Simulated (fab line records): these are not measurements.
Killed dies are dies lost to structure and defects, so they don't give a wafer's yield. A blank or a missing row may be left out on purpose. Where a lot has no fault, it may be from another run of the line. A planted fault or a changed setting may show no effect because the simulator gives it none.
fab line records	flow nand_harc
record lots=24	wafers=72	last_day=24
route steps=1159 shown A_STAIRCASE@554
lots that met no fault: taken from a fault-free run of the same line
start_h: hours from the record's first day to the start of the lot's first wafer shown	wait_h: hours elapsed since this lot's preceding step	" same as the row above	L1.1+2: a row that stands for several wafers	- value missing, or start not given	* or withheld: withheld	< > ~ a bound
route shown NAME@n: NAME is a module with steps in the file, n the number in the route of the first one	usual: the fault-free wafers' mean and standard deviation	same: alike in all rows	chamber/n: place in a boat	sites: each site's reading	_std_site: the values' standard deviation	_edge_site: inner sites' mean taken away from outer sites' mean	radius_mm: how far each site lies from the wafer's centre	mask NAME#n: copy n	behind: tool/chamber where the wafer was last shaped	hold: the reason the lot was held/the length of the hold in hours/how it ended	device: which transistor (n, p or np) failed to switch	end of line: the same wafers' tests at the end of the route	a step with no rows: only its recipe	killed: count of dies lost to structure and defects at first sort (not the wafer's yield)	map: per-die view of a wafer (x killed, . not killed, _ where there is no die)
set.NAME: the run value of the setting; set.NAME@STEP: its run value at that earlier step	model.NAME: the simulator's own value behind a step, which no gauge read
route steps across a sampled set of lots; one table per step, one row per wafer
services: the hour from which a tool's chamber was out of use, counted from the record's first day as start_h (under 0 if before that day), plus the number of hours and why
## steps
# step NHARC_A_STAIRCASE_TRIM_18
# recipe time_s=211.2	o2_flow_sccm=500	ar_flow_sccm=0	bias_w=0	chemistry=O2
# usual drypump_motor_current_A=5.6/0.48	oes_product_au=0.996/0.0085	rf_vpp_V=57.8/0.8	showerhead_plenum_p_Torr=3.56/0.12	throttle_valve_pct=17.035/0.0095
lot.wafer	tool	chamber	start_h	wait_h	drypump_motor_current_A	oes_product_au	rf_hours_counter_h	rf_vpp_V	showerhead_plenum_p_Torr	throttle_valve_pct
L075.3	rie_diel-02	0	-	-	5.6	0.999	32	57.8	3.73	17.042
L075.4	"	1	"	"	5.8	0.980	28	58.7	3.51	17.027
L075.5	"	2	"	"	6.3	0.984	-	59.5	3.70	17.028
L074.2	rie_diel-04	0	-	-	5.4	1.005	44	57.4	3.44	17.036
L074.6	"	1	"	"	5.6	0.979	-	59.2	3.78	17.054
L074.5	"	2	"	"	5.1	0.999	-	57.8	3.56	17.025
L076.2	rie_diel-05	3	-	-	5.0	0.998	29	60.1	3.63	17.026
L076.1	"	0	"	"	5.3	0.984	29	57.9	3.41	17.027
L076.5	"	0	"	"	5.3	0.996	-	57.6	3.41	17.036
L077.3	rie_diel-02	2	-	-	6.2	1.009	39	59.2	3.69	17.036
L077.1	"	3	"	"	4.9	1.009	39	58.1	3.50	17.029
L077.4	"	1	"	"	5.8	0.992	33	56.7	3.50	17.036
L080.4	rie_diel-02	3	-	-	5.0	1.013	44	58.3	3.50	17.044
L080.3	"	0	"	"	5.6	1.003	41	57.0	3.73	17.035
L080.5	"	3	"	"	4.9	1.014	-	57.9	3.50	17.052
L079.2	rie_diel-05	0	-	-	5.3	1.003	36	58.0	3.41	17.036
L079.6	"	0	"	"	5.2	1.002	-	57.1	3.41	17.038
L079.5	"	1	"	"	6.5	0.994	-	56.7	3.38	17.053
L078.2	rie_diel-02	0	-	-	5.6	0.990	43	56.7	3.72	17.034
L078.3	"	1	"	"	5.9	0.978	41	56.8	3.50	17.042
L078.1	"	2	"	"	6.2	0.997	47	58.1	3.69	17.036
L081.4	rie_diel-02	2	-	-	6.2	1.006	52	59.1	3.69	17.043
L081.1	"	0	"	"	5.7	1.000	49	57.2	3.72	17.028
L081.5	"	1	"	"	5.8	0.992	-	58.6	3.50	17.030
L082.2	rie_diel-05	3	-	-	5.0	1.000	39	56.5	3.62	17.036
L082.3	"	1	"	"	6.5	0.994	39	56.6	3.38	17.050
L082.4	"	2	"	"	5.6	0.997	37	57.5	3.52	17.030
L083.1	rie_diel-02	3	-	-	4.9	1.005	52	58.1	3.50	17.026
L083.2	"	1	"	"	5.8	0.989	47	58.5	3.50	17.030
L083.6	"	3	"	"	4.9	1.005	-	59.1	3.50	17.055
L084.2	rie_diel-04	3	-	-	5.8	0.993	1	58.9	3.63	17.040
L084.4	"	1	"	"	5.5	0.993	1	59.4	3.77	17.029
L084.5	"	2	"	"	5.1	1.009	-	57.1	3.55	17.044
L086.2	rie_diel-02	2	-	-	6.2	1.006	60	57.6	3.68	17.044
L086.6	"	1	"	"	5.8	0.998	-	58.1	3.49	17.039
L086.5	"	2	"	"	6.3	0.992	-	57.5	3.68	17.042
L087.1	rie_diel-05	2	-	-	5.7	0.984	46	57.4	3.51	17.032
L087.4	"	3	"	"	5.0	0.993	48	57.7	3.61	17.046
L087.2	"	0	"	"	5.3	0.992	51	57.2	3.40	17.035
L085.4	rie_diel-05	1	-	-	6.5	0.986	52	56.9	3.38	17.028
L085.1	"	2	"	"	5.7	0.990	49	57.7	3.51	17.035
L085.6	"	1	"	"	6.5	0.998	-	58.0	3.38	17.038
L088.4	rie_diel-02	1	-	-	5.8	0.992	62	57.2	3.49	17.023
L088.1	"	2	"	"	6.2	0.997	68	57.1	3.68	17.045
L088.6	"	0	"	"	5.7	0.997	-	58.6	3.71	17.034
L089.4	rie_diel-05	0	-	-	5.3	0.992	58	58.4	3.40	17.042
L089.3	"	3	"	"	5.0	0.979	55	56.4	3.61	17.050
L089.6	"	1	"	"	6.5	0.992	-	57.9	3.37	17.044
L093.1	rie_diel-02	1	-	-	5.8	1.007	1	57.4	3.49	17.039
L093.2	"	3	"	"	5.0	1.003	1	57.7	3.49	17.033
L093.6	"	1	"	"	5.8	0.991	-	56.3	3.49	17.036
L090.4	rie_diel-02	3	-	-	4.9	1.005	2	56.8	3.49	17.033
L090.2	"	2	"	"	6.2	0.991	2	57.9	3.68	17.049
L090.5	"	0	"	"	5.6	1.004	-	58.4	3.71	17.028
L091.3	rie_diel-04	2	-	-	5.1	0.997	13	58.4	3.54	17.044
L091.2	"	3	"	"	5.7	1.007	12	57.9	3.62	17.056
L091.5	"	2	"	"	5.1	0.989	-	58.8	3.54	17.040
L092.3	rie_diel-04	0	-	-	5.4	1.001	13	55.8	3.42	17.023
L092.1	"	1	"	"	5.6	1.003	13	59.0	3.77	17.032
L092.6	"	2	"	"	5.1	1.002	-	58.0	3.54	17.031
L095.2	rie_diel-02	3	-	-	4.9	0.998	11	58.5	3.48	17.029
L095.3	"	0	"	"	5.7	0.982	10	58.7	3.71	17.030
L095.6	"	3	"	"	4.9	1.000	-	57.8	3.48	17.042
L094.4	rie_diel-02	3	-	-	4.9	1.008	11	57.4	3.48	17.026
L094.1	"	0	"	"	5.7	0.995	10	58.3	3.71	17.055
L094.5	"	2	"	"	6.2	0.999	-	57.5	3.67	17.046
L096.4	rie_diel-02	0	-	-	5.6	0.996	14	57.8	3.70	17.042
L096.3	"	1	"	"	5.8	0.989	13	57.1	3.48	17.046
L096.2	"	2	"	"	6.2	1.001	14	58.8	3.67	17.021
L097.4	rie_diel-05	1	-	-	6.4	0.985	10	57.0	3.37	17.026
L097.1	"	2	"	"	5.7	0.976	8	58.8	3.50	17.021
L097.2	"	3	"	"	5.0	0.978	9	58.3	3.60	17.031
# step NHARC_A_STAIRCASE_ETCH_203
# recipe target_depth_a=1000	time_s=40.5	ion_energy_ev=400	c4f8_flow_sccm=20	o2_flow_sccm=10	ar_flow_sccm=withheld	rf_w=600	bias_w=1000	chemistry=C4F8/O2
# usual oes_product_au=0.940/0.0094	rf_vpp_V=897/4.5
lot.wafer	tool	chamber	start_h	wait_h	oes_product_au	rf_hours_counter_h	rf_vpp_V
L075.4	rie_diel-05	1	-	-	0.943	24	892
L075.3	"	3	"	"	0.933	25	899
L075.5	"	1	"	"	0.947	-	890
L074.2	rie_diel-02	0	-	-	0.947	35	902
L074.6	"	3	"	"	0.940	-	894
L074.5	"	0	"	"	0.952	-	903
L077.1	rie_diel-05	1	-	-	0.927	30	891
L077.4	"	2	"	"	0.937	29	895
L077.3	"	3	"	"	0.937	31	898
L076.1	rie_diel-04	0	-	-	0.941	51	893
L076.2	"	1	"	"	0.960	49	904
L076.5	"	0	"	"	0.960	-	893
L080.4	rie_diel-04	2	-	-	0.945	59	897
L080.3	"	3	"	"	0.938	57	899
L080.5	"	1	"	"	0.960	-	903
L079.2	rie_diel-04	2	-	-	0.961	60	897
L079.6	"	2	"	"	0.942	-	897
L079.5	"	3	"	"	0.945	-	900
L078.3	rie_diel-05	2	-	-	0.930	35	897
L078.2	"	3	"	"	0.926	36	899
L078.1	"	1	"	"	0.930	37	891
L081.4	rie_diel-05	0	-	-	0.936	43	893
L081.1	"	3	"	"	0.924	41	898
L081.5	"	0	"	"	0.928	-	891
L082.2	rie_diel-02	1	-	-	0.919	50	897
L082.4	"	3	"	"	0.932	54	895
L082.3	"	0	"	"	0.924	52	902
L083.1	rie_diel-02	1	-	-	0.941	51	894
L083.2	"	2	"	"	0.957	56	902
L083.6	"	2	"	"	0.952	-	903
L084.2	rie_diel-04	1	-	-	0.927	4	904
L084.4	"	2	"	"	0.932	5	898
L084.5	"	3	"	"	0.945	-	900
L086.2	rie_diel-02	3	-	-	0.940	64	894
L086.5	"	2	"	"	0.945	-	903
L086.6	"	3	"	"	0.942	-	894
L087.1	rie_diel-02	2	-	-	0.943	65	901
L087.2	"	3	"	"	0.962	65	895
L087.4	"	1	"	"	0.937	60	895
L085.4	rie_diel-05	1	-	-	0.933	54	890
L085.1	"	0	"	"	0.936	57	892
L085.6	"	1	"	"	0.937	-	890
L088.1	rie_diel-05	2	-	-	0.941	53	895
L088.4	"	3	"	"	0.930	58	898
L088.6	"	0	"	"	0.945	-	890
L089.3	rie_diel-04	3	-	-	0.929	8	900
L089.4	"	1	"	"	0.942	8	905
L089.6	"	0	"	"	0.940	-	894
L093.1	rie_diel-02	1	-	-	0.941	7	894
L093.2	"	3	"	"	0.952	8	894
L093.6	"	0	"	"	0.946	-	903
L090.2	rie_diel-02	2	-	-	0.959	8	902
L090.4	"	0	"	"	0.939	8	901
L090.5	"	1	"	"	0.942	-	895
L091.3	rie_diel-04	2	-	-	0.939	18	897
L091.2	"	0	"	"	0.940	16	891
L091.5	"	2	"	"	0.942	-	896
L092.3	rie_diel-02	0	-	-	0.931	9	902
L092.1	"	1	"	"	0.931	9	894
L092.6	"	0	"	"	0.936	-	903
L095.2	rie_diel-05	1	-	-	0.938	6	891
L095.3	"	2	"	"	0.955	5	894
L095.6	"	1	"	"	0.935	-	891
L094.4	rie_diel-02	1	-	-	0.944	13	895
L094.1	"	2	"	"	0.946	14	903
L094.5	"	0	"	"	0.937	-	903
L096.2	rie_diel-04	3	-	-	0.950	24	899
L096.3	"	1	"	"	0.945	23	905
L096.4	"	2	"	"	0.937	25	896
L097.1	rie_diel-05	2	-	-	0.925	11	896
L097.4	"	3	"	"	0.925	12	899
L097.2	"	1	"	"	0.928	13	891
# step NHARC_A_STAIRCASE_ETCH_223
# recipe target_depth_a=1000	time_s=40.5	ion_energy_ev=400	c4f8_flow_sccm=20	o2_flow_sccm=10	ar_flow_sccm=withheld	rf_w=600	bias_w=1000	chemistry=C4F8/O2
# usual oes_product_au=0.936/0.011	rf_vpp_V=896/4.3
lot.wafer	tool	chamber	start_h	wait_h	oes_product_au	rf_hours_counter_h	rf_vpp_V
L075.4	rie_diel-05	3	-	-	0.919	26	900
L075.3	"	1	"	"	0.916	25	891
L075.5	"	0	"	"	0.911	-	893
L074.2	rie_diel-02	0	-	-	0.932	36	904
L074.5	"	3	"	"	0.944	-	895
L074.6	"	0	"	"	0.940	-	903
L077.3	rie_diel-05	0	-	-	0.935	33	891
L077.1	"	1	"	"	0.919	31	893
L077.4	"	3	"	"	0.941	31	900
L076.1	rie_diel-04	3	-	-	0.951	53	898
L076.2	"	1	"	"	0.940	50	905
L076.5	"	3	"	"	0.944	-	899
L080.4	rie_diel-04	1	-	-	0.953	55	904
L080.3	"	2	"	"	0.957	59	896
L080.5	"	3	"	"	0.942	-	899
L079.2	rie_diel-05	1	-	-	0.948	37	890
L079.5	"	2	"	"	0.938	-	896
L079.6	"	3	"	"	0.937	-	898
L078.2	rie_diel-05	0	-	-	0.940	39	891
L078.3	"	1	"	"	0.951	38	891
L078.1	"	2	"	"	0.944	36	896
L081.1	rie_diel-05	1	-	-	0.925	43	891
L081.4	"	2	"	"	0.926	40	895
L081.5	"	1	"	"	0.928	-	888
L082.3	rie_diel-05	0	-	-	0.915	44	892
L082.4	"	1	"	"	0.914	43	891
L082.2	"	2	"	"	0.927	41	895
L083.1	rie_diel-04	1	-	-	0.923	1	904
L083.2	"	3	"	"	0.938	2	899
L083.6	"	1	"	"	0.920	-	905
L084.2	rie_diel-05	2	-	-	0.926	45	894
L084.4	"	0	"	"	0.931	50	890
L084.5	"	2	"	"	0.929	-	896
L086.2	rie_diel-02	1	-	-	0.940	60	893
L086.5	"	3	"	"	0.928	-	895
L086.6	"	0	"	"	0.929	-	902
L087.1	rie_diel-02	0	-	-	0.931	64	902
L087.2	"	2	"	"	0.949	66	902
L087.4	"	3	"	"	0.944	66	895
L085.1	rie_diel-02	2	-	-	0.930	67	900
L085.4	"	0	"	"	0.940	66	903
L085.6	"	2	"	"	0.933	-	901
L088.4	rie_diel-04	1	-	-	0.940	9	904
L088.1	"	2	"	"	0.951	10	896
L088.6	"	3	"	"	0.945	-	900
L089.3	rie_diel-04	1	-	-	0.929	9	904
L089.4	"	2	"	"	0.927	10	899
L089.6	"	3	"	"	0.930	-	901
L093.2	rie_diel-04	0	-	-	0.956	16	893
L093.1	"	1	"	"	0.960	16	905
L093.6	"	2	"	"	0.937	-	896
L090.4	rie_diel-05	0	-	-	0.925	2	890
L090.2	"	1	"	"	0.919	1	889
L090.5	"	2	"	"	0.915	-	895
L091.2	rie_diel-04	1	-	-	0.942	17	904
L091.3	"	0	"	"	0.926	17	893
L091.5	"	2	"	"	0.929	-	896
L092.1	rie_diel-05	0	-	-	0.955	5	891
L092.3	"	2	"	"	0.935	3	896
L092.6	"	3	"	"	0.947	-	900
L095.2	rie_diel-04	0	-	-	0.937	21	892
L095.3	"	1	"	"	0.950	21	902
L095.6	"	0	"	"	0.951	-	893
L094.1	rie_diel-04	1	-	-	0.933	22	905
L094.4	"	0	"	"	0.932	22	891
L094.5	"	1	"	"	0.932	-	903
L096.4	rie_diel-05	3	-	-	0.940	8	899
L096.3	"	0	"	"	0.936	9	891
L096.2	"	1	"	"	0.944	8	890
L097.4	rie_diel-05	2	-	-	0.954	12	895
L097.2	"	0	"	"	0.927	15	890
L097.1	"	1	"	"	0.947	14	891
# step NHARC_A_STAIRCASE_ETCH_227
# recipe target_depth_a=1000	time_s=40.5	ion_energy_ev=400	c4f8_flow_sccm=20	o2_flow_sccm=10	ar_flow_sccm=withheld	rf_w=600	bias_w=1000	chemistry=C4F8/O2
# usual oes_product_au=0.939/0.016	rf_vpp_V=896/4.6
lot.wafer	tool	chamber	start_h	wait_h	oes_product_au	rf_hours_counter_h	rf_vpp_V
L075.3	rie_diel-05	2	-	-	0.912	26	896
L075.4	"	1	"	"	0.910	26	891
L075.5	"	3	"	"	0.902	-	899
L074.2	rie_diel-02	1	-	-	0.921	32	895
L074.6	"	3	"	"	0.934	-	895
L074.5	"	0	"	"	0.923	-	905
L077.4	rie_diel-05	2	-	-	0.919	30	896
L077.1	"	3	"	"	0.933	32	900
L077.3	"	0	"	"	0.936	33	891
L076.2	rie_diel-04	0	-	-	0.962	51	892
L076.1	"	2	"	"	0.950	54	898
L076.5	"	0	"	"	0.959	-	894
L080.4	rie_diel-04	1	-	-	0.924	55	905
L080.3	"	2	"	"	0.954	59	898
L080.5	"	2	"	"	0.944	-	897
L079.2	rie_diel-05	0	-	-	0.933	39	891
L079.5	"	3	"	"	0.939	-	898
L079.6	"	0	"	"	0.933	-	893
L078.1	rie_diel-05	2	-	-	0.932	36	895
L078.2	"	3	"	"	0.939	38	899
L078.3	"	1	"	"	0.924	38	890
L081.1	rie_diel-05	0	-	-	0.928	44	891
L081.4	"	2	"	"	0.929	41	896
L081.5	"	1	"	"	0.937	-	891
L082.4	rie_diel-05	2	-	-	0.947	41	896
L082.3	"	3	"	"	0.939	42	898
L082.2	"	0	"	"	0.936	44	892
L083.1	rie_diel-04	2	-	-	0.938	2	895
L083.2	"	3	"	"	0.929	3	899
L083.6	"	1	"	"	0.932	-	906
L084.4	rie_diel-05	0	-	-	0.932	50	890
L084.2	"	1	"	"	0.941	48	889
L084.5	"	1	"	"	0.932	-	890
L086.2	rie_diel-02	3	-	-	0.953	66	894
L086.5	"	1	"	"	0.963	-	894
L086.6	"	2	"	"	0.956	-	901
L087.1	rie_diel-02	0	-	-	0.937	65	903
L087.4	"	1	"	"	0.922	61	895
L087.2	"	3	"	"	0.948	66	894
L085.4	rie_diel-05	1	328.29	-	0.997	54	889
L085.1	"	2	"	"	0.995	52	895
L085.6	"	1	"	"	0.989	-	891
L088.1	rie_diel-04	1	-	-	0.931	9	904
L088.4	"	2	"	"	0.931	10	897
L088.6	"	0	"	"	0.943	-	891
L089.4	rie_diel-04	0	-	-	0.941	10	891
L089.3	"	2	"	"	0.949	11	896
L089.6	"	0	"	"	0.938	-	892
L093.1	rie_diel-04	3	-	-	0.953	17	900
L093.2	"	0	"	"	0.944	16	893
L093.6	"	2	"	"	0.935	-	897
L090.2	rie_diel-05	0	-	-	0.933	2	891
L090.4	"	2	"	"	0.925	1	896
L090.5	"	0	"	"	0.932	-	892
L091.3	rie_diel-04	0	-	-	0.938	17	893
L091.2	"	2	"	"	0.945	19	896
L091.5	"	0	"	"	0.935	-	891
L092.3	rie_diel-05	3	-	-	0.948	4	899
L092.1	"	1	"	"	0.937	4	891
L092.6	"	3	"	"	0.947	-	900
L095.3	rie_diel-04	1	-	-	0.935	21	905
L095.2	"	2	"	"	0.952	24	897
L095.6	"	2	"	"	0.958	-	896
L094.4	rie_diel-04	2	-	-	0.944	24	893
L094.1	"	3	"	"	0.942	23	898
L094.5	"	1	"	"	0.958	-	904
L096.2	rie_diel-05	3	-	-	0.938	8	897
L096.3	"	0	"	"	0.930	9	890
L096.4	"	2	"	"	0.929	7	894
L097.2	rie_diel-05	1	-	-	0.932	14	889
L097.1	"	3	"	"	0.940	14	899
L097.4	"	0	"	"	0.938	15	891
# step NHARC_A_STAIRCASE_ETCH_232
# recipe target_depth_a=1000	time_s=40.5	ion_energy_ev=400	c4f8_flow_sccm=20	o2_flow_sccm=10	ar_flow_sccm=withheld	rf_w=600	bias_w=1000	chemistry=C4F8/O2
# usual oes_product_au=0.936/0.0095	rf_vpp_V=896/4.3
lot.wafer	tool	chamber	start_h	wait_h	oes_product_au	rf_hours_counter_h	rf_vpp_V
L075.3	rie_diel-05	1	-	-	0.931	27	891
L075.4	"	2	"	"	0.933	26	896
L075.5	"	0	"	"	0.930	-	893
L074.2	rie_diel-05	2	-	-	0.938	27	897
L074.5	"	2	"	"	0.930	-	895
L074.6	"	3	"	"	0.938	-	899
L077.3	rie_diel-04	3	-	-	0.930	53	901
L077.1	"	0	"	"	0.937	52	892
L077.4	"	1	"	"	0.940	50	905
L076.2	rie_diel-05	3	-	-	0.952	32	901
L076.1	"	0	"	"	0.942	34	891
L076.5	"	3	"	"	0.944	-	899
L080.3	rie_diel-02	3	-	-	0.933	48	894
L080.4	"	1	"	"	0.925	43	893
L080.5	"	3	"	"	0.934	-	894
L079.2	rie_diel-02	3	-	-	0.932	51	896
L079.5	"	3	"	"	0.943	-	896
L079.6	"	0	"	"	0.931	-	901
L078.2	rie_diel-05	0	-	-	0.939	40	893
L078.1	"	1	"	"	0.939	38	891
L078.3	"	3	"	"	0.930	38	899
L081.1	rie_diel-02	2	-	-	0.946	57	901
L081.4	"	0	"	"	0.941	54	903
L081.5	"	2	"	"	0.943	-	903
L082.3	rie_diel-05	0	-	-	0.925	45	892
L082.2	"	1	"	"	0.937	44	891
L082.4	"	2	"	"	0.943	41	896
L083.2	rie_diel-05	0	-	-	0.916	47	892
L083.1	"	1	"	"	0.926	45	890
L083.6	"	3	"	"	0.922	-	899
L084.4	rie_diel-05	2	-	-	0.943	46	895
L084.2	"	1	"	"	0.934	49	890
L084.5	"	3	"	"	0.936	-	899
L086.2	rie_diel-02	3	-	-	0.947	66	894
L086.5	"	1	"	"	0.930	-	896
L086.6	"	2	"	"	0.944	-	902
L087.2	rie_diel-02	1	-	-	0.931	61	894
L087.4	"	2	"	"	0.926	67	901
L087.1	"	0	"	"	0.946	65	902
L085.1	rie_diel-05	0	-	-	0.931	58	892
L085.6	"	0	"	"	0.921	-	890
L085.4	"	3	"	"	0.915	-	899
L088.1	rie_diel-05	2	-	-	0.928	54	894
L088.4	"	1	"	"	0.928	60	891
L088.6	"	2	"	"	0.936	-	896
L089.3	rie_diel-05	3	-	-	0.929	60	899
L089.4	"	2	"	"	0.935	54	895
L089.6	"	0	"	"	0.932	-	891
L093.2	rie_diel-04	3	-	-	0.947	18	900
L093.1	"	1	"	"	0.934	16	907
L093.6	"	2	"	"	0.924	-	895
L090.2	rie_diel-02	0	-	-	0.941	9	904
L090.4	"	1	"	"	0.935	9	895
L090.5	"	1	"	"	0.939	-	894
L091.2	rie_diel-05	1	-	-	0.953	2	891
L091.3	"	3	"	"	0.938	2	898
L091.5	"	0	"	"	0.953	-	891
L092.3	rie_diel-05	2	-	-	0.933	3	896
L092.1	"	1	"	"	0.931	5	890
L092.6	"	3	"	"	0.944	-	900
L095.2	rie_diel-04	2	-	-	0.945	24	898
L095.3	"	3	"	"	0.956	23	898
L095.6	"	0	"	"	0.940	-	892
L094.1	rie_diel-04	0	-	-	0.946	23	892
L094.4	"	2	"	"	0.954	25	896
L094.5	"	0	"	"	0.961	-	892
L096.4	rie_diel-04	0	-	-	0.917	24	890
L096.2	"	1	"	"	0.926	24	903
L096.3	"	2	"	"	0.947	26	897
L097.1	rie_diel-05	3	-	-	0.928	14	897
L097.4	"	0	"	"	0.925	15	892
L097.2	"	2	"	"	0.938	13	895
# step NHARC_A_STAIRCASE_TRIM_235
# recipe time_s=211.2	o2_flow_sccm=500	ar_flow_sccm=0	bias_w=0	chemistry=O2
# usual drypump_motor_current_A=5.6/0.48	oes_product_au=0.996/0.008	rf_vpp_V=57.8/0.87	showerhead_plenum_p_Torr=3.53/0.12	throttle_valve_pct=17.037/0.0089
lot.wafer	tool	chamber	start_h	wait_h	drypump_motor_current_A	oes_product_au	rf_hours_counter_h	rf_vpp_V	showerhead_plenum_p_Torr	throttle_valve_pct
L075.4	rie_diel-05	1	-	-	6.5	0.993	27	56.2	3.39	17.048
L075.3	"	2	"	"	5.7	0.987	26	59.5	3.52	17.027
L075.5	"	3	"	"	5.0	0.994	-	59.2	3.63	17.037
L074.2	rie_diel-05	2	-	-	5.6	0.989	28	59.2	3.52	17.039
L074.6	"	0	"	"	5.3	0.993	-	58.2	3.41	17.024
L074.5	"	1	"	"	6.5	0.990	-	57.4	3.39	17.053
L077.1	rie_diel-04	0	-	-	5.4	1.020	52	57.4	3.43	17.036
L077.4	"	1	"	"	5.6	1.000	51	58.5	3.78	17.040
L077.3	"	3	"	"	5.7	1.002	53	58.4	3.64	17.040
L076.2	rie_diel-05	1	-	-	6.5	0.993	32	56.8	3.39	17.033
L076.1	"	3	"	"	5.0	0.997	33	56.9	3.62	17.046
L076.5	"	1	"	"	6.5	0.986	-	56.3	3.39	17.036
L080.4	rie_diel-02	3	-	-	4.9	1.006	49	57.2	3.50	17.038
L080.3	"	1	"	"	5.8	0.992	43	57.7	3.50	17.051
L080.5	"	0	"	"	5.7	0.998	-	58.4	3.72	17.031
L079.2	rie_diel-02	2	-	-	6.3	1.004	52	58.3	3.69	17.061
L079.6	"	0	"	"	5.6	1.001	-	59.2	3.72	17.028
L079.5	"	1	"	"	5.9	0.985	-	57.0	3.50	17.045
L078.1	rie_diel-05	1	-	-	6.4	0.997	38	58.2	3.38	17.038
L078.2	"	3	"	"	5.0	0.992	38	58.6	3.62	17.046
L078.3	"	0	"	"	5.3	0.987	40	58.4	3.41	17.046
L082.4	rie_diel-05	2	-	-	5.7	0.978	41	57.7	3.51	17.038
L082.3	"	3	"	"	5.0	0.976	42	57.7	3.62	17.041
L082.2	"	1	"	"	6.5	0.984	44	58.1	3.38	17.040
L081.4	rie_diel-02	3	-	-	4.9	1.013	57	57.9	3.49	17.020
L081.1	"	2	"	"	6.2	1.004	57	58.2	3.68	17.042
L081.5	"	0	"	"	5.6	1.007	-	57.6	3.72	17.022
L083.1	rie_diel-05	0	-	-	5.3	0.986	47	57.2	3.40	17.027
L083.2	"	1	"	"	6.5	0.986	45	58.5	3.38	17.052
L083.6	"	2	"	"	5.7	0.980	-	58.9	3.51	17.041
L084.2	rie_diel-05	2	-	-	5.7	1.002	46	57.4	3.51	17.034
L084.4	"	0	"	"	5.3	0.994	51	56.9	3.40	17.024
L084.5	"	2	"	"	5.7	1.003	-	60.5	3.51	17.043
L086.2	rie_diel-02	2	-	-	6.2	0.998	66	57.7	3.68	17.042
L086.5	"	1	"	"	5.8	1.002	-	57.0	3.49	17.035
L086.6	"	2	"	"	6.2	0.989	-	57.1	3.68	17.032
L087.1	rie_diel-02	2	-	-	6.2	0.996	67	59.2	3.68	17.041
L087.4	"	3	"	"	4.9	1.007	67	57.6	3.49	17.027
L087.2	"	1	"	"	5.8	0.993	62	56.5	3.49	17.033
L085.1	rie_diel-05	1	-	-	6.5	1.003	56	57.9	3.37	17.033
L085.4	"	0	"	"	5.3	0.996	-	58.1	3.40	17.034
L085.6	"	1	"	"	6.5	0.995	-	57.7	3.37	17.016
L088.1	rie_diel-05	3	-	-	5.0	0.986	60	57.3	3.61	17.032
L088.4	"	1	"	"	6.5	1.002	60	57.9	3.37	17.035
L088.6	"	0	"	"	5.3	0.995	-	57.4	3.40	17.028
L089.3	rie_diel-05	3	-	-	5.0	0.987	61	57.7	3.61	17.053
L089.4	"	0	"	"	5.3	0.994	63	57.8	3.40	17.041
L089.6	"	2	"	"	5.7	0.992	-	58.9	3.51	17.050
L093.2	rie_diel-04	2	-	-	5.1	1.004	19	58.3	3.54	17.061
L093.1	"	0	"	"	5.4	0.997	17	58.0	3.42	17.031
L093.6	"	2	"	"	5.1	1.011	-	57.6	3.54	17.021
L090.4	rie_diel-02	3	-	-	4.9	1.003	10	56.3	3.48	17.038
L090.2	"	1	"	"	5.9	1.005	9	56.2	3.48	17.032
L090.5	"	3	"	"	4.9	1.010	-	58.3	3.48	17.041
L091.2	rie_diel-05	0	-	-	5.3	0.997	2	56.5	3.39	17.042
L091.3	"	2	"	"	5.7	1.007	2	58.1	3.51	17.024
L091.5	"	0	"	"	5.2	0.990	-	57.1	3.39	17.042
L092.1	rie_diel-05	3	-	-	5.0	0.993	4	57.2	3.60	17.046
L092.3	"	0	"	"	5.3	0.987	5	56.4	3.39	17.047
L092.6	"	2	"	"	5.6	0.998	-	56.9	3.51	17.033
L095.3	rie_diel-04	3	-	-	5.8	1.001	23	59.5	3.62	17.028
L095.2	"	2	"	"	5.1	0.996	24	58.1	3.54	17.034
L095.6	"	0	"	"	5.4	0.997	-	57.5	3.42	17.051
L094.1	rie_diel-04	1	-	-	5.5	0.990	22	57.9	3.76	17.043
L094.4	"	2	"	"	5.1	0.995	25	57.0	3.54	17.040
L094.5	"	0	"	"	5.4	0.983	-	57.2	3.42	17.042
L096.2	rie_diel-04	0	-	-	5.4	1.000	24	58.4	3.42	17.028
L096.4	"	1	"	"	5.5	0.998	24	58.7	3.76	17.027
L096.3	"	2	"	"	5.1	0.992	26	58.4	3.53	17.032
L097.2	rie_diel-05	3	-	-	5.0	0.997	15	56.9	3.60	17.013
L097.1	"	0	"	"	5.3	1.002	15	56.6	3.39	17.039
L097.4	"	2	"	"	5.6	1.001	13	57.9	3.50	17.045
## services
tool	chamber	start_h	hours	kind
rie_diel-02	1	218.06	10.4	repair
rie_diel-05	0	221.81	-	clean
rie_diel-05	1	221.81	-	clean
rie_diel-05	2	221.81	-	clean
rie_diel-05	3	221.81	-	clean
rie_diel-05	0	246.36	-	clean
rie_diel-05	1	246.36	-	clean
rie_diel-05	2	246.36	-	clean
rie_diel-05	3	246.36	-	clean
rie_diel-02	-	268.13	0.7	repair
rie_diel-05	0	270.88	-	clean
rie_diel-05	1	270.88	-	clean
rie_diel-05	2	270.88	-	clean
rie_diel-05	3	270.88	-	clean
rie_diel-02	-	281.04	0.8	repair
rie_diel-04	-	289.09	9.0	pm
rie_diel-05	0	295.40	-	clean
rie_diel-05	1	295.40	-	clean
rie_diel-05	2	295.40	-	clean
rie_diel-04	-	314.14	16.1	repair
rie_diel-02	-	328.27	9.0	pm
rie_diel-05	-	340.68	9.0	pm
rie_diel-04	1	359.93	2.0	repair
rie_diel-02	3	366.58	10.0	repair
## key
fault none
